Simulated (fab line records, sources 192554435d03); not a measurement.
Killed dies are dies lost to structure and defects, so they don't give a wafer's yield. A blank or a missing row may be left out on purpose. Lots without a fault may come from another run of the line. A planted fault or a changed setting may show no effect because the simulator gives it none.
Which tool did it? | flow n5_finfet | 11 lots, 33 wafers sampled, at 4 steps of a route of 1938

WHAT THE GAUGES READ, wafer by wafer
The record holds no reading of a measuring or inspecting step that can be judged against a usual standard deviation.

WHICH TOOL RAN EACH LOT (tool, then ch and the chambers of the sampled wafers, then the start)
lot  | N5_BEOL_M13_PRE_CLEAN_42     | N5_PASSIVATION_STRIP_34            | N5_PASSIVATION_STRIP_48            | N5_PASSIVATION_PROBE_49
L817 | pvd_sputter-03, day 11 02:56 | rie_diel-03 ch 1,2, day 12 09:02   | rie_diel-01 ch 0,1,2, day 12 10:58 | prober-01, day 12 13:47
L819 | pvd_sputter-03, day 11 05:38 | rie_diel-03 ch 1,2, day 12 10:35   | rie_diel-01 ch 0,1,2, day 12 12:31 | prober-01, day 12 15:38
L820 | pvd_sputter-02, day 11 20:19 | rie_diel-03 ch 1,3, day 12 20:40   | rie_diel-01 ch 1,2, day 12 22:29   | prober-01, day 13 01:01
L821 | pvd_sputter-01, day 12 03:37 | rie_diel-04 ch 0,1,2, day 13 01:41 | rie_diel-01 ch 1,2,3, day 13 03:31 | prober-02, day 13 06:08
L822 | pvd_sputter-02, day 12 10:46 | rie_diel-01 ch 0,1,2, day 13 09:13 | rie_diel-04 ch 0,1,2, day 13 11:19 | prober-02, day 13 14:22
L825 | pvd_sputter-02, day 13 07:29 | rie_diel-04 ch 0,1,3, day 14 08:00 | rie_diel-04 ch 0,2, day 14 09:43   | prober-01, day 14 12:15
L828 | pvd_sputter-02, day 14 07:40 | rie_diel-04 ch 0,1,2, day 15 11:24 | rie_diel-04 ch 1,2, day 15 13:15   | prober-01, day 15 15:49
L836 | pvd_sputter-03, day 16 06:52 | rie_diel-01 ch 0,1, day 17 15:56   | rie_diel-01 ch 1,2, day 17 17:45   | prober-01, day 17 20:47
L840 | pvd_sputter-03, day 17 02:15 | rie_diel-01 ch 0,1,3, day 18 02:08 | rie_diel-03 ch 0,3, day 18 03:50   | prober-02, day 18 06:23
L837 | pvd_sputter-03, day 17 04:10 | rie_diel-01 ch 2,3, day 18 04:49   | rie_diel-03 ch 0,1, day 18 06:33   | prober-02, day 18 09:17
L839 | pvd_sputter-03, day 17 11:45 | rie_diel-03 ch 0,1,3, day 18 11:43 | rie_diel-03 ch 1,2,3, day 18 13:29 | prober-02, day 18 16:00
- N5_BEOL_M13_PRE_CLEAN_42: time 30 s.
- N5_PASSIVATION_STRIP_34: strips in O2.
- N5_PASSIVATION_STRIP_48: strips in O2.
- N5_PASSIVATION_PROBE_49

WHAT THE TOOLS THEMSELVES READ (means of the sampled wafers that have a number; where no wafer has one, the mark that the record gives instead)
N5_BEOL_M13_PRE_CLEAN_42.
lot  | tool           | heater_power_w (W)
L817 | pvd_sputter-03 | 358
L819 | pvd_sputter-03 | 346
L820 | pvd_sputter-02 | 345
L821 | pvd_sputter-01 | 345
L822 | pvd_sputter-02 | 346
L825 | pvd_sputter-02 | 354
L828 | pvd_sputter-02 | 335
L836 | pvd_sputter-03 | 329
L840 | pvd_sputter-03 | 339
L837 | pvd_sputter-03 | 337
L839 | pvd_sputter-03 | 368

N5_PASSIVATION_STRIP_34.
lot  | tool        | drypump_motor_current_A (A) | oes_product_au (a.u.) | rf_vpp_V (V) | showerhead_plenum_p_Torr (Torr) | throttle_valve_pct (%)
L817 | rie_diel-03 | 6.2                         | 0.71                  | 3.7          | 2.04                            | 16.67
L819 | rie_diel-03 | 6.3                         | 0.71                  | 3.4          | 2.01                            | 16.67
L820 | rie_diel-03 | 5.9                         | 0.72                  | 3.4          | 2.03                            | 16.72
L821 | rie_diel-04 | 5.8                         | 0.78                  | 4.2          | 2.08                            | 16.64
L822 | rie_diel-01 | 5.3                         | 0.89                  | 3.4          | 2.16                            | 16.57
L825 | rie_diel-04 | 5.7                         | 0.83                  | 4.1          | 2.11                            | 16.55
L828 | rie_diel-04 | 5.8                         | 0.78                  | 3.8          | 2.07                            | 16.68
L836 | rie_diel-01 | 5.3                         | 0.83                  | 3.2          | 2.15                            | 16.56
L840 | rie_diel-01 | 5.6                         | 0.78                  | 3.9          | 2.10                            | 16.70
L837 | rie_diel-01 | 5.3                         | 0.78                  | 2.9          | 2.17                            | 16.87
L839 | rie_diel-03 | 5.4                         | 0.80                  | 3.7          | 2.09                            | 16.65

N5_PASSIVATION_STRIP_48.
lot  | tool        | drypump_motor_current_A (A) | oes_product_au (a.u.) | rf_vpp_V (V) | showerhead_plenum_p_Torr (Torr) | throttle_valve_pct (%)
L817 | rie_diel-01 | 5.2                         | 0.89                  | 4.1          | 2.17                            | 16.55
L819 | rie_diel-01 | 5.3                         | 0.90                  | 4.7          | 2.17                            | 16.57
L820 | rie_diel-01 | 5.0                         | 0.93                  | 4.5          | 2.23                            | 16.57
L821 | rie_diel-01 | 5.3                         | 0.86                  | 3.4          | 2.19                            | 16.68
L822 | rie_diel-04 | 5.8                         | 0.79                  | 3.4          | 2.07                            | 16.67
L825 | rie_diel-04 | 5.5                         | 0.84                  | 4.0          | 2.09                            | 16.42
L828 | rie_diel-04 | 5.9                         | 0.70                  | 4.5          | 2.03                            | 16.82
L836 | rie_diel-01 | 5.1                         | 0.86                  | 2.3          | 2.22                            | 16.64
L840 | rie_diel-03 | 4.9                         | 0.74                  | 4.9          | 2.13                            | 16.94
L837 | rie_diel-03 | 5.5                         | 0.84                  | 3.9          | 2.12                            | 16.55
L839 | rie_diel-03 | 5.8                         | 0.87                  | 2.6          | 2.04                            | 16.51

N5_PASSIVATION_PROBE_49.
lot  | tool      | defect_limited_yield (%) | killed_at_M0_to_M3 | killed_at_M4_up | killed_at_contacts | killed_at_front_end | killed_at_other | killed_dies | killed_on_rim | killed_open | killed_short | sort_bin_5_function (%) | sort_bin_6_memory (%) | sort_bin_8_speed (%) | sort_n_pass | sort_yield_pct (%)
L817 | prober-01 | 92.3                     | 38                 | 11              | 12                 | 27                  | 2.7             | 91          | 10            | 63          | 26           | 4.8                     | 2.8                   | 0.00                 | 1089        | 92.3
L819 | prober-01 | 92.0                     | 43                 | 9               | 15                 | 23                  | 4.0             | 95          | 11            | 63          | 29           | 4.8                     | 3.0                   | 0.00                 | 1085        | 92.0
L820 | prober-01 | 93.2                     | 25                 | 13              | 5                  | 34                  | 4.7             | 81          | 8             | 53          | 27           | 3.8                     | 2.9                   | 0.00                 | 1099        | 93.2
L821 | prober-02 | 92.6                     | 22                 | 9               | 11                 | 36                  | 8.3             | 87          | 8             | 57          | 30           | 4.4                     | 2.8                   | 0.00                 | 1093        | 92.6
L822 | prober-02 | 92.4                     | 26                 | 14              | 16                 | 32                  | 1.0             | 89          | 12            | 61          | 27           | 4.4                     | 2.7                   | 0.00                 | 1091        | 92.4
L825 | prober-01 | 92.2                     | 33                 | 12              | 5                  | 39                  | 2.7             | 92          | 10            | 62          | 27           | 5.0                     | 2.6                   | 0.00                 | 1088        | 92.2
L828 | prober-01 | 88.7                     | 31                 | 54              | 9                  | 34                  | 5.3             | 133         | 18            | 56          | 30           | 6.4                     | 3.4                   | 0.00                 | 1047        | 88.7
L836 | prober-01 | 92.0                     | 36                 | 11              | 17                 | 29                  | 0.7             | 94          | 15            | 67          | 27           | 4.8                     | 2.9                   | 0.00                 | 1086        | 92.0
L840 | prober-02 | 91.0                     | 36                 | 8               | 15                 | 44                  | 3.3             | 106         | 12            | 75          | 31           | 5.1                     | 3.6                   | 0.00                 | 1074        | 91.0
L837 | prober-02 | 91.7                     | 28                 | 14              | 7                  | 48                  | 1.0             | 98          | 13            | 64          | 31           | 4.7                     | 3.3                   | 0.03                 | 1081        | 91.6
L839 | prober-02 | 91.3                     | 24                 | 17              | 12                 | 49                  | 1.7             | 103         | 12            | 64          | 39           | 5.3                     | 2.9                   | 0.00                 | 1077        | 91.3

THE ANSWER, worked out from the rows above alone
Rule: what is usual is taken from the lots themselves. Put in order of their means at a reading, lots are off if they are a third of the lots or fewer, leave a main group of 4 or more, and stand apart from it by a gap of 3 or more times the standard deviation of the main group's means; of several such gaps the widest counts. A main group whose means are all the same, to the digits that the tables above print for the reading, isn't used. A lot without any number at a reading at which 4 lots or more have one is off too. The other lots that the step has rows for count as sound. The gauges are gone through in route order, then the tools' own readings, and for those a lot's mean is taken as printed above. The first step at which some lot is off is used, and at that step the reading that is off furthest; a lot without a number counts as furthest.
Off: L828, at N5_PASSIVATION_PROBE_49 (killed_at_M4_up). The main group: mean 12, standard deviation 2.6.
A tool fits if, at that step or a process step before it, it ran every lot that is off, and no sound lot after the first of them. Can't be told from this: 2 tools fit, pvd_sputter-02 at N5_BEOL_M13_PRE_CLEAN_42, rie_diel-04 at N5_PASSIVATION_STRIP_34 and N5_PASSIVATION_STRIP_48.

WHAT THE SIMULATOR HAD PUT IN
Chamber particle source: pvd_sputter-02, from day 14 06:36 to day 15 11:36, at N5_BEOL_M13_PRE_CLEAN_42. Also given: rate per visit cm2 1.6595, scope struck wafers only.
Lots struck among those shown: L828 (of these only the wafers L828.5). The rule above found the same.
